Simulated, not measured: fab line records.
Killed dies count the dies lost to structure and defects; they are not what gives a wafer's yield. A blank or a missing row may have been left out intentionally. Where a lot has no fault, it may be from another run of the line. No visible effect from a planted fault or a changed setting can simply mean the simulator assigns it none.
fab line records	flow n5Finfet
record lots=10	wafers=28	lastDay=17
route steps=1938 shown BEOL_M4@1089 BEOL_M5@1112
lots untouched by any fault: they come from a run of this same line in which no faults occurred
startH: start of the lot's first displayed wafer, in hours after the record's first day	waitH: hours since the lot's step before	" identical to the entry in the row above	L1.1+2: one row covering several wafers at once	- no value, or no start was given	* or withheld: withheld	< > ~ a bound
route shown NAME@n: NAME is a module with steps in the file, n the number in the route of the first one	usual: average and standard deviation across the fault-free wafers	same: alike in all rows	chamber/n: place in a boat	sites: readings site by site	_std_site: the standard deviation of these	_edge_site: the outer-site mean with the inner-site mean subtracted	radiusMm: how far each site lies from the wafer's centre	mask NAME#n: copy n	behind: the most recent tool/chamber to have shaped the wafer	hold: what put the lot on hold/how long, in hours/how the hold closed	device: which transistor (n, p or np) failed to switch	end of line: tests of these same wafers at the route's end	for a step that has no rows: nothing shown but its recipe	killed: count of dies lost to structure and defects at first sort (not the wafer's yield)	map: shows each die of a wafer: x if killed, . if not, _ if none is there
set.NAME: setting as actually run; set.NAME@STEP: the setting as run at that earlier step	model.NAME: the simulator's own value behind a step, which no gauge read
one table for each step of the route and one row for each wafer, over a sample of lots
services: when a tool's chamber went out of use (startH, in hours from the record's first day, below 0 if earlier), for how many hours, and the reason
## steps
# step N5_BEOL_M4_ANNEAL_82
# recipe tempC=400	timeS=240	ambient=vacuum
# usual heaterPowerW=825/100
lot.wafer	tool	chamber	startH	waitH	heaterPowerW
L382.1	pvdSputter-01	-	178.15	0.0	745
L382.3	"	-	"	"	796
L382.4	"	-	"	"	907
L386.1	pvdSputter-03	-	196.07	0.0	689
L386.3	"	-	"	"	745
L386.4	"	-	"	"	935
L387.2	pvdSputter-03	-	214.18	0.0	691
L387.4	"	-	"	"	889
L387.5	"	-	"	"	754
L389.1	pvdSputter-01	-	222.56	0.0	800
L389.3	"	-	"	"	805
L389.5	"	-	"	"	919
L391.2	pvdSputter-03	-	229.96	0.0	744
L391.3	"	-	"	"	847
L391.5	"	-	"	"	725
L392.5	pvdSputter-02	-	231.44	0.1	717
L392.6	"	-	"	"	817
L393.1	pvdSputter-01	-	250.44	0.0	773
L393.3	"	-	"	"	934
L393.4	"	-	"	"	805
L394.2	pvdSputter-01	-	253.28	0.0	809
L394.3	"	-	"	"	943
L394.5	"	-	"	"	790
L401.1	pvdSputter-02	-	301.26	0.0	784
L401.5	"	-	"	"	1099
L401.6	"	-	"	"	767
L402.2	pvdSputter-01	-	309.54	0.0	737
L402.6	"	-	"	"	743
# step N5_BEOL_M4_ANNEAL_89
# recipe tempC=400	timeS=240	ambient=vacuum
# usual heaterPowerW=824/98
lot.wafer	tool	chamber	startH	waitH	heaterPowerW
L382.1	pvdSputter-01	-	178.59	0.0	769
L382.3	"	-	"	"	812
L382.4	"	-	"	"	918
L386.1	pvdSputter-03	-	196.51	0.0	688
L386.3	"	-	"	"	758
L386.4	"	-	"	"	982
L387.2	pvdSputter-03	-	214.62	0.0	687
L387.4	"	-	"	"	887
L387.5	"	-	"	"	750
L389.1	pvdSputter-01	-	223.00	0.0	803
L389.3	"	-	"	"	801
L389.5	"	-	"	"	947
L391.2	pvdSputter-03	-	230.40	0.0	751
L391.3	"	-	"	"	880
L391.5	"	-	"	"	762
L392.5	pvdSputter-02	-	231.88	0.1	734
L392.6	"	-	"	"	782
L393.1	pvdSputter-01	-	250.88	0.0	740
L393.3	"	-	"	"	937
L393.4	"	-	"	"	790
L394.2	pvdSputter-01	-	253.72	0.0	811
L394.3	"	-	"	"	915
L394.5	"	-	"	"	792
L401.1	pvdSputter-02	-	301.70	0.0	774
L401.5	"	-	"	"	1085
L401.6	"	-	"	"	750
L402.2	pvdSputter-01	-	309.98	0.0	753
L402.6	"	-	"	"	754
# step N5_BEOL_M4_ECD_50
# recipe material=Cu	targetThkA=3000
lot.wafer	tool	chamber	startH	waitH
L382.1+3+4	ecdCu-01	0,0,1	179.51	0.1
L386.1+3+4	ecdCu-01	1,0,1	197.43	0.1
L387.2+4+5	ecdCu-02	0,0,1	215.54	0.1
L389.1+3+5	ecdCu-01	1,0,1	223.92	0.1
L391.2+3+5	ecdCu-01	1,0,0	231.31	0.1
L392.5+6	ecdCu-02	0,1	232.76	0.1
L393.1+3+4	ecdCu-02	0,1,0	251.80	0.1
L394.2+3+5	ecdCu-02	0,0,1	254.64	0.1
L401.1+5+6	ecdCu-02	1,0,1	302.62	0.1
L402.2+6	ecdCu-02	1	310.90	0.1
# step N5_BEOL_M4_CMP_52
# recipe stopOn=SiOC	tOverpolishS=6.8	downForcePsi=1	platenRpm=50	clearingPlatenDownForcePsi=1.5	clearingPlatenRpm=50	postCmpClean=cuAlkaline	targetThkNm=40	clearingPlatenPadVelocityMS=0.99484	padVelocityMS=0.99484
# usual clearingPlatenRpm=49.998/0.027	motorCurrentA=6.0/0.65	platenRpm=50.00/0.033	timeToEndpointS=63/3.4
lot.wafer	tool	chamber	startH	waitH	clearingPlatenRpm	motorCurrentA	platenRpm	timeToEndpointS
L382.3	cmp-03	2	184.44	1.8	50.020	5.0	49.99	64
L382.1	"	3	"	"	49.999	5.9	50.04	64
L382.4	"	0	"	"	49.957	6.2	49.98	61
L386.1	cmp-03	2	197.84	0.3	49.968	4.8	50.01	67
L386.3	"	3	"	"	50.027	5.9	49.89	65
L386.4	"	0	"	"	50.007	6.0	50.02	60
L387.4	cmp-04	0	215.92	0.1	50.054	6.4	50.01	62
L387.2	"	2	"	"	49.980	5.2	50.03	67
L387.5	"	0	"	"	50.045	6.9	49.98	59
L389.3	cmp-04	3	224.31	0.2	50.002	6.2	49.99	57
L389.1	"	0	"	"	50.025	6.5	50.04	57
L389.5	"	3	"	"	50.037	5.8	50.03	57
L391.3	cmp-04	0	231.69	0.2	50.035	6.8	50.00	63
L391.2	"	2	"	"	49.965	5.5	50.03	70
L391.5	"	0	"	"	50.002	7.0	50.02	61
L392.6	cmp-03	3	233.27	0.2	50.013	5.9	50.10	63
L392.5	"	0	"	"	49.944	6.1	49.98	60
L393.3	cmp-03	3	252.32	0.2	49.946	6.0	50.06	63
L393.4	"	0	"	"	49.986	6.4	49.97	65
L393.1	"	1	"	"	49.988	6.0	50.06	66
L394.2	cmp-02	0	255.28	0.3	49.978	6.2	50.01	57
L394.3	"	1	"	"	49.999	5.7	50.01	60
L394.5	"	3	"	"	49.971	5.8	50.03	67
L401.1	cmp-03	1	304.48	1.4	49.991	5.9	49.91	59
L401.6	"	0	"	"	49.992	5.9	50.01	56
L401.5	"	1	"	"	49.949	5.5	50.00	89
L402.2	cmp-02	0	311.27	0.2	50.019	6.3	50.00	88
L402.6	"	0	"	"	49.979	6.4	49.99	57
# step N5_BEOL_M4_RC_MEAS_101
# usual DIBL_N=35.7/1.5	DIBL_P=35.7/2	IOFF_N=0.155/0.026	IOFF_P=0.20/0.031	ION_N=675/11	ION_P=462/7.1	SS_N=71.3/0.57	SS_P=73.1/0.56	VT_N=250/3	VT_P=-251/3
lot.wafer	tool	chamber	startH	waitH	DIBL_N[mV/V]	DIBL_P[mV/V]	IOFF_N[nA/um]	IOFF_P[nA/um]	ION_N[uA/um]	ION_P[uA/um]	SS_N[mV/dec]	SS_P[mV/dec]	VT_N[mV]	VT_P[mV]
L382.1	prober-01	0	185.28	0.0	37.9	38.4	0.208	0.24	696	472	72.1	73.4	245	-247
L382.3	"	0	"	"	37.5	37.2	0.182	0.23	671	461	71.8	73.3	247	-248
L382.4	"	0	"	"	35.9	36.3	0.166	0.22	688	474	70.9	73.4	247	-249
L386.1	prober-01	0	198.41	0.0	32.8	32.8	0.124	0.17	669	460	71.5	72.4	251	-251
L386.3	"	0	"	"	30.9	30.8	0.101	0.14	638	444	69.9	71.8	256	-255
L386.4	"	0	"	"	34.8	34.6	0.152	0.19	676	460	71.7	72.7	247	-252
L387.2	prober-01	0	216.71	0.2	36.2	37.5	0.178	0.24	685	470	71.6	72.9	246	-247
L387.4	"	0	"	"	37.4	38.2	0.200	0.24	684	469	71.5	73.6	245	-246
L387.5	"	0	"	"	35.3	36.8	0.169	0.22	686	475	70.8	72.9	247	-250
L389.1	prober-01	0	225.57	0.7	36.5	35.5	0.148	0.22	666	462	71.8	73.4	252	-249
L389.3	"	0	"	"	35.9	34.9	0.127	0.20	666	464	71.2	73.2	252	-250
L389.5	"	0	"	"	37.2	35.3	0.156	0.22	662	453	71.4	73.3	254	-246
L391.2	prober-01	0	232.45	0.2	34.5	35.2	0.134	0.16	678	463	71.0	72.7	251	-255
L391.3	"	0	"	"	37.3	38.2	0.171	0.20	684	462	72.0	74.3	247	-254
L391.5	"	0	"	"	37.2	37.7	0.164	0.20	682	461	71.2	74.1	250	-252
L392.5	prober-02	0	234.34	0.6	34.3	32.8	0.128	0.16	664	452	70.4	73.3	251	-253
L392.6	"	0	"	"	36.0	35.0	0.170	0.20	689	464	71.7	73.6	246	-251
L393.1	prober-01	0	252.89	0.0	35.4	35.9	0.176	0.23	693	478	71.7	73.7	246	-247
L393.3	"	0	"	"	34.8	35.0	0.153	0.21	682	471	70.9	73.1	249	-248
L393.4	"	0	"	"	34.9	34.9	0.155	0.21	678	470	70.7	73.3	248	-250
L394.2	prober-02	0	255.97	0.2	40.4	41.2	0.250	0.28	700	466	72.0	74.0	243	-248
L394.3	"	0	"	"	35.7	35.2	0.151	0.19	672	460	70.9	72.9	250	-254
L394.5	"	0	"	"	37.5	37.8	0.180	0.21	685	466	71.6	73.3	250	-252
L401.1	prober-01	0	305.37	0.0	34.4	34.9	0.137	0.18	666	456	71.0	72.7	251	-253
L401.5	"	0	"	"	33.9	34.4	0.128	0.18	659	456	71.1	72.4	252	-255
L401.6	"	0	"	"	36.7	37.3	0.166	0.21	675	459	71.2	73.2	250	-253
L402.2	prober-02	0	312.09	0.2	31.0	29.9	0.093	0.14	657	459	69.6	71.6	255	-254
L402.6	"	0	"	"	37.6	38.5	0.201	0.26	679	464	71.5	73.3	249	-248
# step N5_BEOL_M5_ILD_DEP_00
# recipe material=SiCOH_lowk	targetThkA=1406.4	tempC=300	precursor=DEMS/porogen	pressureTorr=5	rfW=500	timeS=25.9
# usual heaterPowerW=314/31	showerheadPlenumPTorr=5.735/0.015	showerheadVppV=1358/35	throttleValvePct=13.9/0.99
lot.wafer	tool	chamber	startH	waitH	heaterPowerW	showerheadPlenumPTorr	showerheadVppV	throttleValvePct
L382.1	pecvd-04	1	186.25	0.8	359	5.723	1361	13.4
L382.3	"	0	"	"	373	5.747	1380	14.6
L382.4	"	0	"	"	384	5.740	1398	14.5
L386.1	pecvd-01	2	199.37	0.8	312	5.771	1389	13.7
L386.3	"	1	"	"	358	5.726	1341	16.2
L386.4	"	0	"	"	296	5.708	1286	13.6
L387.2	pecvd-04	2	217.51	0.7	255	5.733	1401	12.7
L387.4	"	2	"	"	258	5.719	1386	12.7
L387.5	"	2	"	"	260	5.740	1357	13.0
L389.1	pecvd-01	0	226.54	0.8	296	5.732	1308	13.5
L389.3	"	1	"	"	313	5.727	1313	16.0
L389.5	"	0	"	"	303	5.706	1302	13.6
L391.2	pecvd-04	1	233.27	0.7	306	5.730	1364	13.7
L391.3	"	1	"	"	311	5.740	1350	13.5
L391.5	"	2	"	"	299	5.727	1386	12.6
L392.5	pecvd-04	1	234.74	0.2	282	5.737	1352	13.7
L392.6	"	2	"	"	290	5.730	1391	12.7
L393.1	pecvd-01	2	253.85	0.8	319	5.751	1376	13.7
L393.3	"	1	"	"	307	5.722	1320	16.4
L393.4	"	2	"	"	316	5.755	1380	14.0
L394.2	pecvd-04	0	256.78	0.7	383	5.726	1374	14.7
L394.3	"	1	"	"	300	5.748	1351	13.7
L394.5	"	0	"	"	378	5.750	1380	14.6
L401.1	pecvd-04	0	306.34	0.8	337	5.746	1402	14.8
L401.5	"	1	"	"	348	5.744	1369	13.6
L401.6	"	2	"	"	278	5.735	1391	12.8
L402.2	pecvd-01	1	312.90	0.7	337	5.732	1333	16.1
L402.6	"	2	"	"	320	5.766	1382	14.0
## services
tool	chamber	startH	hours	kind
cmp-04	-	158.51	4.0	pm
cmp-04	-	162.51	-	consumableReplace:conditioner
cmp-04	-	162.51	-	consumableReplace:pad
cmp-04	-	162.88	7.6	repair
pecvd-04	2	165.21	5.5	scheduledDown
pecvd-01	2	168.25	2.1	scheduledDown
pecvd-04	1	178.00	2.1	scheduledDown
pvdSputter-03	-	178.36	1.0	repair
pecvd-04	2	180.13	2.1	scheduledDown
cmp-02	-	183.37	4.0	pm
cmp-02	-	187.37	-	consumableReplace:conditioner
pecvd-04	0	214.44	25.6	repair
cmp-02	-	223.26	4.3	pm
cmp-02	-	227.88	1.6	repair
cmp-04	-	236.65	5.7	pm
pecvd-04	2	242.61	6.9	repair
pecvd-01	-	255.82	1.6	repair
ecdCu-01	-	265.64	1.3	repair
cmp-03	-	274.80	4.0	pm
cmp-04	-	275.29	2.0	repair
cmp-03	-	278.80	-	consumableReplace:conditioner
cmp-03	-	278.80	-	consumableReplace:pad
pecvd-04	2	289.93	9.3	repair
cmp-03	-	298.26	0.7	repair
## key
firstSign step=N5_BEOL_M4_CMP_52	reading=timeToEndpointS	direction=up	sigmas=7.7	usual=*	struck=*
effect none on later readings
metAt N5_BEOL_M4_ECD_50
struckLots L401,L402
struckWafers L401.5,L402.2
notActingAt N5_BEOL_M4_ANNEAL_82,N5_BEOL_M4_ANNEAL_89,N5_BEOL_M5_ILD_DEP_00
onsetBetween 254.64 302.62
fault kind=processParameterDrift	tool=ecdCu-02	chamber=-	onsetH=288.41	steps=N5_BEOL_M4_ECD_50	channel=targetThkA	offset=*	shape=step	endH=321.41	scope=struckWafersOnly	actsIn=*	stated=*
